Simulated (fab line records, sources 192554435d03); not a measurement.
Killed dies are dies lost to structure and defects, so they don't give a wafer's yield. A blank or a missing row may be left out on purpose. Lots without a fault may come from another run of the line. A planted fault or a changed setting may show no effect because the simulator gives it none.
fab line records | flow n5_finfet
record lots=5 wafers=15 last_day=17
route steps=1938 shown HKMG_FIN@459 GATE_CUT@465
lots that met no fault: from a run of the same line without faults
start_h: hours from the record's first day to the start of the lot's first wafer shown | wait_h: hours since the lot's step before | " the same as in the row above | L1.1+2: a row that stands for several wafers | - no value, or no start given | * or withheld: withheld | < > ~ a bound
route shown NAME@n: a module of which the file shows steps, and the number in the route of the first | usual: mean/standard deviation of fault-free wafers | same: alike in all rows | chamber/n: place in a boat | sites: the reading at each site | _std_site: their standard deviation | _edge_site: outer sites' mean less inner sites' | radius_mm: how far each site lies from the wafer's centre | mask NAME#n: copy n | behind: the tool/chamber that last shaped the wafer | hold: why the lot was held/for how many hours/how that ended | device: the transistor (n, p or np) that didn't switch | end of line: the same wafers' tests at the end of the route | a step without rows: its recipe alone | killed: dies lost to structure and defects at the first sort, not the wafer's yield | map: a wafer's dies, x killed, . not, _ none there
set.NAME: the setting as run; set.NAME@STEP: as run at that earlier step | model.NAME: the simulator's own value behind a step, which no gauge read
lots at some steps of the route; a table a step, a row a wafer
services: from which hour (start_h, from the record's first day; less than 0 if before it) a tool's chamber was out of use, for how many hours, and why
## steps
# step N5_HKMG_FIN_PRECLEAN_83
# recipe chemistry=DIW time_s=57.5 temp_c=23
# columns lot.wafer tool chamber start_h wait_h
L077.4+5+6 wet_bench-03 2,0,1 99.43 0.0
L084.1+4+5 wet_bench-01 2,0,5 140.70 0.0
L088.2+3+4 wet_bench-03 2,3,1 166.95 0.0
L089.3+4+5 wet_bench-03 4,6,2 168.77 0.1
L094.1+5+6 wet_bench-03 5,4,6 197.72 0.0
# step N5_HKMG_FIN_SRD_84
# recipe dry_time_s=32 dry=n2_spin spin_rpm=1500
# columns lot.wafer tool chamber start_h wait_h
L077.4+5+6 wet_bench-03 2,0,1 99.44 0.0
L084.1+4+5 wet_bench-01 2,0,5 140.72 0.0
L088.2+3+4 wet_bench-03 2,3,1 166.97 0.0
L089.3+4+5 wet_bench-03 4,6,2 168.79 0.0
L094.1+5+6 wet_bench-03 5,4,6 197.73 0.0
# step N5_HKMG_FIN_CMP_23
# recipe stop_on=SiNx t_overpolish_s=10 post_cmp_clean=rinse_only down_force_psi=4 platen_rpm=50.289 pad_velocity_m_s=1.0006 target_thk_nm=46.326
# usual motor_current_A=12.3/0.93 overpolish_run_s=9.999/0.0091 pad_life_wafers=1202/650 platen_rpm=50.29/0.033 time_to_endpoint_s=11.5/2.1
# columns lot.wafer tool chamber start_h wait_h motor_current_A overpolish_run_s pad_life_wafers platen_rpm time_to_endpoint_s
L077.4 cmp-02 2 99.48 0.0 11.2 9.989 1878 50.30 9.2
L077.6 " 2 " " 11.3 10.024 - 50.25 9.4
L077.5 " 3 " " 12.8 10.008 - 50.27 11.5
L084.1 cmp-02 0 140.83 0.1 12.8 10.012 97 50.34 13.2
L084.4 " 2 " " 11.1 10.004 99 50.29 11.5
L084.5 " 0 " " 12.9 10.011 - 50.28 14.6
L088.2 cmp-04 1 167.01 0.0 13.6 10.000 1764 50.30 10.6
L088.3 " 2 " " 11.5 9.998 1765 50.30 8.7
L088.4 " 0 " " 11.3 9.991 1767 50.28 9.4
L089.4 cmp-04 0 168.82 0.0 11.8 10.002 1782 50.27 10.8
L089.3 " 3 " " 13.4 10.004 1785 50.32 11.3
L089.5 " 1 " " 14.0 9.988 - 50.31 10.7
L094.1 cmp-04 3 197.85 0.1 14.3 10.006 2035 50.32 11.8
L094.6 " 2 " " 12.2 9.999 - 50.28 8.6
L094.5 " 3 " " 12.8 10.009 - 50.27 10.0
# step N5_HKMG_FIN_CMP_94
# recipe stop_on=SiNx post_cmp_clean=w_dilute_nh4oh t_overpolish_s=4.7 down_force_psi=4 platen_rpm=50.289 pad_velocity_m_s=1.0006 target_thk_nm=43.299
# usual motor_current_A=12.2/0.94 pad_life_wafers=1208/650 platen_rpm=50.29/0.037
# columns lot.wafer tool chamber start_h wait_h motor_current_A pad_life_wafers platen_rpm
L077.4 cmp-02 2 99.96 0.4 11.3 1884 50.22
L077.6 " 2 " " 10.7 - 50.29
L077.5 " 3 " " 13.3 - 50.37
L084.1 cmp-02 0 141.26 0.3 13.3 103 50.30
L084.4 " 2 " " 10.8 105 50.24
L084.5 " 0 " " 12.7 - 50.32
L088.2 cmp-04 1 167.49 0.4 12.7 1770 50.26
L088.3 " 2 " " 11.9 1771 50.32
L088.4 " 0 " " 11.2 1773 50.30
L089.4 cmp-04 0 169.30 0.4 11.6 1788 50.34
L089.3 " 3 " " 13.4 1791 50.32
L089.5 " 1 " " 13.1 - 50.33
L094.1 cmp-04 3 198.28 0.3 13.4 2041 50.27
L094.6 " 2 " " 12.7 - 50.28
L094.5 " 3 " " 13.9 - 50.31
# step N5_HKMG_FIN_INSPECT_28
# recipe inspect_instrument=darkfield mode=post_cmp
# usual raw_defect_count=37/17
# columns lot.wafer tool chamber start_h wait_h raw_defect_count
L077.4 defect_inspect-01 - 100.19 0.0 96
L077.5 " - " " 53
L077.6 " - " " 83
L084.1 defect_inspect-02 - 141.46 0.0 26
L084.4 " - " " 28
L084.5 " - " " 33
L088.2 defect_inspect-02 - 167.73 0.0 22
L088.3 " - " " 38
L088.4 " - " " 40
L089.3 defect_inspect-02 - 169.54 0.0 55
L089.4 " - " " 32
L089.5 " - " " 44
L094.1 defect_inspect-02 - 198.48 0.0 54
L094.5 " - " " 46
L094.6 " - " " 64
# step N5_GATE_CUT_ETCHBACK_00
# recipe chemistry=SF6/Cl2 target=W pressure_mtorr=8 icp_w=900 bias_w=80 SF6_flow_sccm=40 Cl2_flow_sccm=60
# usual drypump_motor_current_A=5.81/0.2 oes_product_au=0.78/0.067 throttle_valve_pct=27.5/0.34
# columns lot.wafer tool chamber start_h wait_h drypump_motor_current_A oes_product_au rf_hours_counter_h throttle_valve_pct
L077.4 rie_metal-01 1 100.26 0.1 5.80 0.80 - 27.9
L077.5 " 0 " " 5.83 0.80 - 27.2
L077.6 " 1 " " 5.79 0.81 - 28.0
L084.1 rie_metal-02 0 141.50 0.0 5.64 0.81 26 27.2
L084.4 " 1 " " 5.46 0.78 - 27.4
L084.5 " 0 " " 5.62 0.81 - 27.2
L088.2 rie_metal-03 1 167.76 0.0 6.04 0.94 2 28.0
L088.3 " 0 " " 6.02 0.73 - 27.2
L088.4 " 1 " " 6.04 0.96 - 28.0
L089.3 rie_metal-02 0 169.61 0.1 5.63 0.79 - 27.2
L089.4 " 1 " " 5.45 0.76 - 27.4
L089.5 " 0 " " 5.64 0.79 - 27.2
L094.1 rie_metal-01 0 198.51 0.0 5.81 0.77 43 27.2
L094.5 " 1 " " 5.82 0.77 - 28.0
L094.6 " 0 " " 5.84 0.77 - 27.2
# step N5_GATE_CUT_ETCH_56
# recipe chemistry=Cl2/Ar target=TiN target_depth_a=216 pressure_mtorr=10 icp_w=600 bias_w=60 Cl2_flow_sccm=40 Ar_flow_sccm=60
# usual drypump_motor_current_A=5.81/0.2 oes_ar_750_au=0.78/0.07 oes_product_au=0.78/0.07 throttle_valve_pct=20.77/0.27
# columns lot.wafer tool chamber start_h wait_h drypump_motor_current_A oes_ar_750_au oes_product_au rf_hours_counter_h throttle_valve_pct
L077.4 rie_metal-01 1 100.37 0.1 5.79 0.82 0.81 - 21.11
L077.5 " 0 " " 5.84 0.79 0.79 - 20.50
L077.6 " 1 " " 5.79 0.83 0.81 - 21.12
L084.1 rie_metal-02 0 141.62 0.1 5.63 0.80 0.81 26 20.70
L084.4 " 1 " " 5.45 0.77 0.77 - 20.72
L084.5 " 0 " " 5.63 0.79 0.80 - 20.71
L088.2 rie_metal-03 1 167.88 0.1 6.06 0.96 0.95 2 21.13
L088.3 " 0 " " 6.00 0.73 0.73 - 20.56
L088.4 " 1 " " 6.08 0.96 0.95 - 21.10
L089.3 rie_metal-02 0 169.72 0.1 5.64 0.79 0.79 - 20.71
L089.4 " 1 " " 5.46 0.76 0.77 - 20.71
L089.5 " 0 " " 5.62 0.79 0.80 - 20.71
L094.1 rie_metal-01 0 198.63 0.1 5.82 0.76 0.77 43 20.51
L094.5 " 1 " " 5.80 0.79 0.76 - 21.16
L094.6 " 0 " " 5.82 0.77 0.77 - 20.52
# step N5_GATE_CUT_ETCHBACK_30
# recipe chemistry=Cl2/Ar target=TiN target_depth_a=30 mode=isotropic pressure_mtorr=10 icp_w=600 bias_w=60 Cl2_flow_sccm=40 Ar_flow_sccm=60
# usual drypump_motor_current_A=5.82/0.2 oes_ar_750_au=0.78/0.069 oes_product_au=0.78/0.069 throttle_valve_pct=20.77/0.27
# columns lot.wafer tool chamber start_h wait_h drypump_motor_current_A oes_ar_750_au oes_product_au rf_hours_counter_h throttle_valve_pct
L077.4 rie_metal-01 1 100.44 0.0 5.80 0.82 0.81 - 21.11
L077.5 " 0 " " 5.87 0.79 0.78 - 20.49
L077.6 " 1 " " 5.77 0.83 0.81 - 21.12
L084.1 rie_metal-02 0 141.71 0.1 5.63 0.80 0.79 26 20.70
L084.4 " 1 " " 5.48 0.78 0.77 - 20.72
L084.5 " 0 " " 5.64 0.80 0.80 - 20.70
L088.2 rie_metal-03 1 167.97 0.1 6.02 0.96 0.96 2 21.12
L088.3 " 0 " " 6.01 0.73 0.73 - 20.56
L088.4 " 1 " " 6.08 0.95 0.95 - 21.13
L089.3 rie_metal-02 0 169.79 0.0 5.63 0.78 0.80 - 20.71
L089.4 " 1 " " 5.48 0.77 0.77 - 20.71
L089.5 " 0 " " 5.62 0.79 0.81 - 20.70
L094.1 rie_metal-01 0 198.72 0.1 5.85 0.77 0.77 43 20.51
L094.5 " 1 " " 5.81 0.79 0.77 - 21.15
L094.6 " 0 " " 5.87 0.77 0.77 - 20.50
# step N5_GATE_CUT_VAPOR_ETCH_60
# recipe chemistry=BCl3/Cl2 target=HfO2 mode=isotropic
# usual drypump_motor_current_A=5.81/0.2 oes_product_au=0.79/0.067
# columns lot.wafer tool chamber start_h wait_h drypump_motor_current_A oes_product_au
L077.4 rie_metal-01 1 100.47 0.0 5.78 0.79
L077.5 " 0 " " 5.83 0.81
L077.6 " 1 " " 5.78 0.80
L084.1 rie_metal-02 0 141.74 0.0 5.65 0.80
L084.4 " 1 " " 5.44 0.77
L084.5 " 0 " " 5.64 0.80
L088.2 rie_metal-03 1 168.00 0.0 6.06 0.95
L088.3 " 0 " " 6.03 0.75
L088.4 " 1 " " 6.07 0.96
L089.3 rie_metal-02 0 169.82 0.0 5.62 0.80
L089.4 " 1 " " 5.45 0.77
L089.5 " 0 " " 5.63 0.80
L094.1 rie_metal-01 0 198.75 0.0 5.86 0.78
L094.5 " 1 " " 5.78 0.76
L094.6 " 0 " " 5.83 0.78
# step N5_GATE_CUT_ETCH_58
# recipe chemistry=CH3F/O2 target=SiNx target_depth_a=170 time_s=128.6 ion_energy_ev=50 pressure_mtorr=30 source_w=415 bias_w=21 Ar_flow_sccm=150 CH3F_flow_sccm=30 O2_flow_sccm=20
# usual O2_flow_sccm=20.00/0.064 drypump_motor_current_A=5.6/0.43 oes_product_au=0.80/0.1 rf_vpp_V=99.1/1.1 showerhead_plenum_p_Torr=2.00/0.072 throttle_valve_pct=16.30/0.24
# columns lot.wafer tool chamber start_h wait_h O2_flow_sccm drypump_motor_current_A oes_product_au rf_hours_counter_h rf_vpp_V showerhead_plenum_p_Torr throttle_valve_pct
L077.4 rie_diel-04 0 100.51 0.0 20.00 6.3 0.92 20 99.3 1.95 16.33
L077.5 " 2 " " 19.97 5.0 0.77 - 98.3 1.92 16.27
L077.6 " 1 " " 20.06 5.0 0.69 - 99.3 1.97 16.41
L084.1 rie_diel-03 3 141.97 0.2 19.91 5.9 0.96 6 100.3 2.06 16.17
L084.4 " 0 " " 19.97 5.8 0.72 157 99.3 2.08 16.68
L084.5 " 0 " " 19.94 5.8 0.73 - 99.9 2.08 16.68
L088.2 rie_diel-05 2 168.05 0.0 19.99 5.7 0.74 136 101.3 2.01 16.46
L088.3 " 0 " " 20.00 6.1 0.92 24 98.4 1.97 15.86
L088.4 " 1 " " 20.10 5.5 0.74 163 96.8 1.89 16.02
L089.3 rie_diel-04 3 169.86 0.0 19.91 5.4 0.87 31 100.0 2.14 15.84
L089.4 " 0 " " 19.95 6.3 0.87 43 100.1 1.94 16.39
L089.5 " 0 " " 19.94 6.3 0.87 - 99.0 1.94 16.38
L094.1 rie_diel-05 2 198.93 0.2 19.98 5.8 0.74 144 100.3 2.01 16.48
L094.5 " 3 " " 20.12 5.4 0.82 - 100.4 2.02 16.39
L094.6 " 2 " " 19.97 5.8 0.74 - 98.2 2.00 16.49
# step N5_GATE_CUT_STRIP_59
# recipe chemistry=N2/H2 time_s=20 power_w=100 temp_c=40 pressure_mtorr=100 rf_frequency_hz=6e+07 bias_power_w=3 n2_flow_sccm=300 h2_flow_sccm=300
# usual drypump_motor_current_A=5.6/0.43 n2_flow_sccm=299.9/0.92 oes_product_au=0.80/0.1 rf_vpp_V=45.2/0.99 showerhead_plenum_p_Torr=3.37/0.11 throttle_valve_pct=12.17/0.29
# columns lot.wafer tool chamber start_h wait_h drypump_motor_current_A n2_flow_sccm oes_product_au rf_hours_counter_h rf_vpp_V showerhead_plenum_p_Torr throttle_valve_pct
L077.4 rie_diel-04 0 100.62 0.1 6.3 301.6 0.90 20 44.6 3.32 12.26
L077.5 " 2 " " 5.0 300.1 0.76 - 45.4 3.25 12.27
L077.6 " 1 " " 5.0 301.1 0.69 - 44.9 3.32 12.24
L084.1 rie_diel-03 3 142.07 0.1 5.9 298.3 0.95 6 44.7 3.41 11.73
L084.4 " 0 " " 5.8 299.2 0.73 157 46.0 3.52 12.56
L084.5 " 0 " " 5.8 299.8 0.72 - 45.7 3.52 12.55
L088.2 rie_diel-05 2 168.15 0.1 5.8 301.1 0.74 136 45.9 3.38 12.40
L088.3 " 0 " " 6.1 299.1 0.93 24 45.5 3.33 11.72
L088.4 " 1 " " 5.5 301.1 0.74 163 44.6 3.22 12.00
L089.3 rie_diel-04 3 169.96 0.1 5.4 300.4 0.87 31 45.3 3.59 11.74
L089.4 " 0 " " 6.3 300.7 0.85 43 45.2 3.31 12.31
L089.5 " 0 " " 6.3 300.2 0.86 - 45.5 3.31 12.32
L094.1 rie_diel-05 2 199.03 0.1 5.8 299.0 0.73 144 45.9 3.38 12.42
L094.5 " 3 " " 5.4 299.5 0.82 - 46.4 3.39 12.18
L094.6 " 2 " " 5.8 300.1 0.73 - 43.3 3.38 12.42
# step N5_GATE_CUT_PRECLEAN_31
# recipe temp_c=23 chemistry=DIW time_s=300
# columns lot.wafer tool chamber start_h wait_h
L077.4+5+6 wet_bench-05 2,1,7 100.70 0.1
L084.1+4+5 wet_bench-05 0,2,3 142.15 0.1
L088.2+3+4 wet_bench-05 3,0,6 168.23 0.1
L089.3+4+5 wet_bench-02 0,1,6 170.04 0.1
L094.1+5+6 wet_bench-02 1,2,3 199.12 0.1
# step N5_GATE_CUT_SRD_32
# recipe time_s=30 temp_c=23 rinse_liquid=diw dry=ipa_marangoni
# columns lot.wafer tool chamber start_h wait_h
L077.4+5+6 wet_bench-05 2,1,7 100.79 0.0
L084.1+4+5 wet_bench-05 0,2,3 142.24 0.0
L088.2+3+4 wet_bench-05 3,0,6 168.32 0.0
L089.3+4+5 wet_bench-02 0,1,6 170.13 0.0
L094.1+5+6 wet_bench-02 1,2,3 199.20 0.0
# step N5_GATE_CUT_SAC_CAP_01
# recipe material=SiNx target_thk_a=240 temp_c=400 ald_precursor_family=SiH2I2 ald_co_reactant=N2/H2-plasma pulse_time_s=1 ald_cycles=480 purge_time_s=2 co_reactant_purge_time_s=2 pressure_torr=2
# usual chamber_pressure_Torr=2.000/0.0049 heater_power_w=872/96 precursor_pulse_height_rel=1.005/0.021
# same co_reactant_purge_time_s=2
# columns lot.wafer tool chamber start_h wait_h chamber_pressure_Torr heater_power_w precursor_pulse_height_rel
L077.4 ald_sin-02 1 100.90 0.1 1.997 944 1.027
L077.5 " 0 101.98 1.2 2.005 900 1.029
L077.6 " 3 " " 2.004 792 1.021
L084.1 ald_sin-01 1 142.29 0.0 2.009 700 1.014
L084.4 " 3 " " 1.991 921 1.011
L084.5 " 1 143.37 1.1 2.009 729 1.001
L088.2 ald_sin-01 3 168.37 0.0 2.005 918 1.002
L088.3 " 0 " " 1.996 780 0.975
L088.4 " 2 " " 2.004 990 1.053
L089.3 ald_sin-03 3 170.26 0.1 1.996 1023 1.006
L089.4 " 2 171.35 1.2 2.001 910 1.009
L089.5 " 0 " " 2.001 924 0.979
L094.1 ald_sin-02 1 199.25 0.0 2.005 999 1.024
L094.5 " 1 200.34 1.1 1.999 968 1.039
L094.6 " 0 " " 1.995 824 1.003
# step N5_GATE_CUT_PECVD_57
# recipe material=SiNx target_thk_a=210 temp_c=400 precursor=SiH4/NH3/N2 pressure_torr=1.5 rf_w=300
# usual chamber_pressure_Torr=1.500/0.0038 heater_power_w=738/110 showerhead_plenum_p_Torr=5.124/0.026 throttle_valve_pct=39.6/1.7
# columns lot.wafer tool chamber start_h wait_h chamber_pressure_Torr heater_power_w showerhead_plenum_p_Torr throttle_valve_pct
L077.4 pecvd-04 1 103.11 1.1 1.503 631 5.115 39.4
L077.5 " 0 " " 1.503 765 5.100 39.6
L077.6 " 2 " " 1.501 782 5.117 40.4
L084.1 pecvd-02 2 144.48 1.1 1.503 638 5.148 36.4
L084.4 " 2 " " 1.503 630 5.161 36.6
L084.5 " 1 " " 1.502 676 5.134 42.0
L088.2 pecvd-01 2 170.56 1.1 1.494 985 5.100 37.4
L088.3 " 2 " " 1.499 1023 5.104 37.3
L088.4 " 0 " " 1.498 966 5.174 41.3
L089.3 pecvd-02 1 172.46 1.1 1.501 713 5.127 42.1
L089.4 " 2 " " 1.503 722 5.153 36.6
L089.5 " 0 " " 1.499 634 5.131 39.0
L094.1 pecvd-02 0 201.44 1.1 1.500 731 5.127 39.3
L094.5 " 0 " " 1.500 715 5.107 39.4
L094.6 " 2 " " 1.502 639 5.139 36.6
# step N5_GATE_CUT_CMP_02
# recipe stop_on=SiO2 t_overpolish_s=12.7 post_cmp_clean=alkaline_brush down_force_psi=2.5 platen_rpm=51.8 pad_velocity_m_s=1.0307 target_thk_nm=0
# usual motor_current_A=9.3/0.88 overpolish_run_s=12.700/0.0087 pad_life_wafers=955/550 platen_rpm=51.80/0.033 time_to_endpoint_s=24.0/2.6
# columns lot.wafer tool chamber start_h wait_h motor_current_A overpolish_run_s pad_life_wafers platen_rpm time_to_endpoint_s
L077.4 cmp-03 2 103.16 0.0 10.2 12.716 354 51.83 24.6
L077.5 " 2 " " 10.4 12.720 - 51.83 20.1
L077.6 " 3 " " 8.1 12.686 - 51.82 26.3
L084.1 cmp-02 2 144.55 0.1 8.2 12.705 126 51.78 25.3
L084.4 " 1 " " 9.7 12.710 129 51.79 23.7
L084.5 " 2 " " 8.7 12.700 - 51.81 25.4
L088.3 cmp-01 2 170.66 0.1 8.1 12.716 1260 51.78 27.1
L088.2 " 3 " " 8.5 12.704 1261 51.81 27.9
L088.4 " 1 " " 9.0 12.691 1263 51.80 24.2
L089.4 cmp-03 0 172.57 0.1 9.5 12.712 1015 51.78 20.0
L089.3 " 1 " " 10.5 12.684 1016 51.79 21.6
L089.5 " 3 " " 7.9 12.696 - 51.85 24.4
L094.1 cmp-02 1 201.52 0.1 10.0 12.698 444 51.79 20.4
L094.5 " 1 " " 9.8 12.703 - 51.80 23.3
L094.6 " 2 " " 8.0 12.706 - 51.82 20.7
# step N5_GATE_CUT_HM_DEP_46
# recipe material=SiO2 target_thk_a=1300 temp_c=400 precursor=TEOS/O2 pressure_torr=6.5 rf_w=900 teos_flow_sccm=161.4 gas=O2 flow_sccm=2650 time_s=26.6
# usual chamber_pressure_Torr=6.500/0.014 heater_power_w=569/130 showerhead_plenum_p_Torr=8.335/0.021 throttle_valve_pct=18.6/0.73
# columns lot.wafer tool chamber start_h wait_h chamber_pressure_Torr heater_power_w showerhead_plenum_p_Torr throttle_valve_pct
L077.4 pecvd-01 2 103.52 0.1 6.517 767 8.328 17.4
L077.5 " 0 " " 6.496 590 8.347 19.0
L077.6 " 1 " " 6.534 661 8.310 19.3
L084.1 pecvd-04 1 144.88 0.0 6.502 374 8.358 18.4
L084.4 " 2 " " 6.487 592 8.322 18.9
L084.5 " 0 " " 6.471 585 8.312 19.0
L088.2 pecvd-04 1 170.99 0.0 6.490 371 8.336 18.4
L088.3 " 0 " " 6.497 575 8.338 18.5
L088.4 " 2 " " 6.491 587 8.354 19.0
L089.3 pecvd-02 1 172.86 0.0 6.511 497 8.345 19.9
L089.4 " 0 " " 6.500 475 8.346 18.5
L089.5 " 2 " " 6.494 567 8.344 17.3
L094.1 pecvd-04 2 201.85 0.0 6.505 616 8.355 19.1
L094.5 " 1 " " 6.505 412 8.316 18.3
L094.6 " 0 " " 6.480 577 8.311 18.9
# step N5_GATE_CUT_COAT_34
# recipe resist=SOC temp_c=250 time_s=60 spin_rpm=1500 resist_thk_nm=60
# columns lot.wafer tool chamber start_h wait_h
L077.4+5+6 litho_track-04 0 103.56 0.0
L084.1+4+5 litho_track-04 0 144.95 0.0
L088.2+3+4 litho_track-05 0 171.06 0.0
L089.3+4+5 litho_track-04 0 172.93 0.0
L094.1+5+6 litho_track-05 0 201.92 0.0
# step N5_GATE_CUT_COAT_35
# recipe resist=SiARC temp_c=220 time_s=60 spin_rpm=1500 resist_thk_nm=10
# columns lot.wafer tool chamber start_h wait_h
L077.4+5+6 litho_track-04 0 - -
L084.1+4+5 litho_track-04 0 - -
L088.2+3+4 litho_track-05 0 - -
L089.3+4+5 litho_track-04 0 - -
L094.1+5+6 litho_track-05 0 - -
# step N5_GATE_CUT_COAT_27
# recipe resist=underlayer temp_c=205 time_s=60 spin_rpm=1500 resist_thk_nm=10
# columns lot.wafer tool chamber start_h wait_h
L077.4+5+6 litho_track-04 0 - -
L084.1+4+5 litho_track-04 0 - -
L088.2+3+4 litho_track-05 0 - -
L089.3+4+5 litho_track-04 0 - -
L094.1+5+6 litho_track-05 0 - -
# step N5_GATE_CUT_COAT_07
# recipe resist=CAR-EUV spin_rpm=1500 resist_thk_nm=30
# columns lot.wafer tool chamber start_h wait_h
L077.4+5+6 litho_track-04 0 - -
L084.1+4+5 litho_track-04 0 - -
L088.2+3+4 litho_track-05 0 - -
L089.3+4+5 litho_track-04 0 - -
L094.1+5+6 litho_track-05 0 - -
# step N5_GATE_CUT_EBR_09
# recipe solvent=PGMEA ebr_width_mm=1.5
# columns lot.wafer tool chamber start_h wait_h
L077.4+5+6 litho_track-04 0 - -
L084.1+4+5 litho_track-04 0 - -
L088.2+3+4 litho_track-05 0 - -
L089.3+4+5 litho_track-04 0 - -
L094.1+5+6 litho_track-05 0 - -
# step N5_GATE_CUT_SOFTBAKE_08
# recipe temp_c=110 time_s=60 resist=CAR-EUV
# columns lot.wafer tool chamber start_h wait_h
L077.4+5+6 litho_track-04 0 - -
L084.1+4+5 litho_track-04 0 - -
L088.2+3+4 litho_track-05 0 - -
L089.3+4+5 litho_track-04 0 - -
L094.1+5+6 litho_track-05 0 - -
# step N5_GATE_CUT_EXPOSE_10
# recipe mask_id=GATE_CUT na=0.33 source_shape=annular sigma_inner=0.35 sigma_outer=0.8 polarization=unpolarized target_cd_nm=20 dose_mj=43.25
# columns lot.wafer tool chamber start_h wait_h mask
L077.4+5+6 euv_scanner-01 0 103.85 - GATE_CUT#0
L084.1+4+5 euv_scanner-02 0 145.09 - GATE_CUT#0
L088.2+3+4 euv_scanner-01 0 171.20 - GATE_CUT#0
L089.3+4+5 euv_scanner-02 0 173.20 - GATE_CUT#0
L094.1+5+6 euv_scanner-01 0 202.05 - GATE_CUT#0
# step N5_GATE_CUT_PEB_11
# recipe peb_temp_c=100 peb_time_s=60 resist=CAR-EUV
# same peb_time_s=60
# columns lot.wafer tool chamber start_h wait_h
L077.4+5+6 litho_track-01 0 103.89 0.0
L084.1+4+5 litho_track-01 0 145.15 0.1
L088.2+3+4 litho_track-05 0 171.26 0.1
L089.3+4+5 litho_track-05 0 173.26 0.0
L094.1+5+6 litho_track-05 0 202.12 0.1
# step N5_GATE_CUT_DEVELOP_12
# recipe develop_time_s=30 developer=TMAH resist=CAR-EUV rinse_liquid=surfactant_rinse dry=air_spin dev_temp_c=23
# columns lot.wafer tool chamber start_h wait_h
L077.4+5+6 litho_track-01 0 - -
L084.1+4+5 litho_track-01 0 - -
L088.2+3+4 litho_track-05 0 - -
L089.3+4+5 litho_track-05 0 - -
L094.1+5+6 litho_track-05 0 - -
# step N5_GATE_CUT_CD_MEAS_13
# recipe target_cd_nm=20 landing_energy_ev=500 detector=se_inlens
# usual cd_nm=19.84/0.27
# columns lot.wafer tool chamber start_h wait_h cd_nm
L077.4 cd_sem-01 0 103.96 - 19.64
L077.5 " 0 " " 20.06
L077.6 " 0 " " 19.77
L084.1 cd_sem-01 0 145.22 - 19.87
L084.4 " 0 " " 19.46
L084.5 " 0 " " 19.91
L088.2 cd_sem-01 0 171.33 - 19.67
L088.3 " 0 " " 20.09
L088.4 " 0 " " 20.32
L089.3 cd_sem-02 0 173.33 - 19.57
L089.4 " 0 " " 19.69
L089.5 " 0 " " 20.05
L094.1 cd_sem-03 0 202.19 - 19.17
L094.5 " 0 " " 19.06
L094.6 " 0 " " 19.45
# step N5_GATE_CUT_OVL_MEAS_14
# recipe points_per_wafer=522
# usual GATE_CUT_OVL=-0.5/0.64
# columns lot.wafer tool chamber start_h wait_h GATE_CUT_OVL[nm]
L077.4 overlay-01 0 104.01 0.0 -0.9
L077.5 " 0 " " -1.1
L077.6 " 0 " " -1.1
L084.1 overlay-01 0 145.25 0.0 -1.1
L084.4 " 0 " " -0.7
L084.5 " 0 " " -0.5
L088.2 overlay-02 0 171.36 0.0 0.0
L088.3 " 0 " " -1.4
L088.4 " 0 " " -0.7
L089.3 overlay-02 0 173.37 0.0 -0.3
L089.4 " 0 " " -0.2
L089.5 " 0 " " 0.6
L094.1 overlay-01 0 202.22 0.0 -1.0
L094.5 " 0 " " -0.1
L094.6 " 0 " " -0.1
# step N5_GATE_CUT_INSPECT_15
# recipe mode=adi inspect_instrument=brightfield
# usual raw_defect_count=129/42
# columns lot.wafer tool chamber start_h wait_h raw_defect_count
L077.4 defect_inspect-01 - 104.06 0.0 165
L077.5 " - " " 217
L077.6 " - " " 251
L084.1 defect_inspect-02 - 145.31 0.1 182
L084.4 " - " " 122
L084.5 " - " " 165
L088.2 defect_inspect-02 - 171.41 0.0 141
L088.3 " - " " 141
L088.4 " - " " 160
L089.3 defect_inspect-02 - 173.41 0.0 93
L089.4 " - " " 76
L089.5 " - " " 91
L094.1 defect_inspect-01 - 202.27 0.1 145
L094.5 " - " " 160
L094.6 " - " " 146
# step N5_GATE_CUT_DESCUM_18
# recipe chemistry=O2 time_s=7 source_power_w=50 bias_power_w=20 pressure_mtorr=20 rf_frequency_hz=2.712e+07 temp_c=40 resist=CAR-EUV o2_flow_sccm=225
# usual drypump_motor_current_A=5.6/0.44 oes_product_au=0.79/0.093 rf_vpp_V=243.2/1.5 showerhead_plenum_p_Torr=2.09/0.085 throttle_valve_pct=20.42/0.29
# columns lot.wafer tool chamber start_h wait_h drypump_motor_current_A oes_product_au rf_hours_counter_h rf_vpp_V showerhead_plenum_p_Torr throttle_valve_pct
L077.4 rie_diel-03 0 104.09 0.0 5.8 0.75 146 245.0 2.21 21.00
L077.5 " 0 " " 5.8 0.74 - 244.4 2.21 21.02
L077.6 " 3 " " 5.9 0.68 - 244.2 2.14 20.50
L084.1 rie_diel-04 1 145.34 0.0 5.1 0.69 224 243.3 2.04 20.41
L084.4 " 0 " " 6.3 0.87 35 241.7 2.03 20.48
L084.5 " 0 " " 6.3 0.87 - 243.0 2.03 20.46
L088.2 rie_diel-04 3 171.56 0.1 5.4 0.87 32 245.7 2.24 19.93
L088.3 " 1 " " 5.0 0.68 232 241.7 2.04 20.42
L088.4 " 0 " " 6.3 0.86 44 241.4 2.03 20.49
L089.3 rie_diel-04 0 173.45 0.0 6.3 0.86 44 243.2 2.03 20.48
L089.4 " 1 " " 5.1 0.68 233 242.9 2.04 20.42
L089.5 " 0 " " 6.3 0.85 - 241.8 2.03 20.48
L094.1 rie_diel-03 2 202.31 0.0 6.0 0.70 223 241.7 1.99 20.42
L094.5 " 2 " " 6.0 0.69 - 242.0 1.99 20.43
L094.6 " 3 " " 5.8 0.89 - 242.8 2.13 20.29
## services
# columns tool chamber start_h hours kind
cmp-03 - 76.09 4.0 pm
euv_scanner-01 - 82.55 1.0 pm
rie_diel-03 0 83.65 4.6 repair
cmp-04 - 83.76 1.3 repair
cmp-03 - 84.01 0.3 repair
cmp-02 - 84.60 2.7 repair
ald_sin-02 3 85.31 6.2 repair
ald_sin-01 - 87.62 14.0 pm
wet_bench-01 - 94.55 5.9 repair
cmp-04 - 98.61 0.2 repair
pecvd-02 - 102.66 6.0 pm
rie_metal-01 0 112.72 24.5 repair
ald_sin-02 2 118.66 2.2 repair
euv_scanner-02 - 125.38 1.0 pm
cmp-02 - 126.23 4.0 pm
pecvd-04 - 133.78 1.2 repair
euv_scanner-01 - 138.70 1.0 pm
rie_metal-01 0 144.41 8.5 repair
cmp-02 - 161.57 13.1 pm
rie_diel-03 2 161.67 4.7 repair
rie_metal-03 - 185.18 1.4 pm
euv_scanner-01 - 194.85 1.0 pm
cmp-04 - 199.30 4.0 pm
rie_diel-04 - 199.56 1.0 repair
## key
fault none
